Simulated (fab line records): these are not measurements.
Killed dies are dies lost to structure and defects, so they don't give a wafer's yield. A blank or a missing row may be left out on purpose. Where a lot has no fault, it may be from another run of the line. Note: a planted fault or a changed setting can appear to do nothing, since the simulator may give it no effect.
Chamber matching ; flow n5Finfet ; pecvd-04 running N5_PMOS_HMC_CHANNEL_EPI_HM_DEP_34: 3 sister chambers
The step deposits SiO2 from TEOS/O2, target thk 36 nm, time 6.9 s. 6 wafers are shown with their chamber, then 7 later ones without.

== EACH WAFER AND ITS CHAMBER ==
wafer;chamber;throttleValvePct (%);showerheadPlenumPTorr (Torr)
L080.1;0;19.5;8.389
L080.6;0;19.5;8.404
L088.2;1;20.8;8.379
L088.6;2;18.0;8.364
L091.1;2;18.1;8.368
L091.3;1;20.7;8.381

== WAFERS WHOSE CHAMBER IS MISSING ==
wafer;throttleValvePct (%);showerheadPlenumPTorr (Torr)
L091.4;20.5;8.380
L093.1;20.8;8.362
L093.4;19.0;8.421
L093.5;18.5;8.388
L097.1;18.5;8.386
L097.2;20.9;8.360
L097.5;19.4;8.404

== WHICH CHAMBER EACH WENT THROUGH ==
wafer;from the rows above;in truth
L091.4;1;1
L093.1;1;1
L093.4;0;0
L093.5;2;2
L097.1;2;2
L097.2;1;1
L097.5;0;0
Correctly placed: 7 of 7. Not placeable from these rows: 0. 0 placed wrongly.
How it was worked out, from the rows above alone: a wafer's distance from a chamber is the root of the sum, over the readings, of the square of ((its reading less the chamber's mean) divided by the reading's scatter). The wafer belongs to the nearest chamber; if the next one is less than 2 further off, it can't be placed. The mean given for a chamber averages the wafers shown for that chamber. The scatter is the square root of a quotient: the sum, over the shown wafers, of each reading's squared deviation from its chamber's mean, divided by wafers minus chambers.
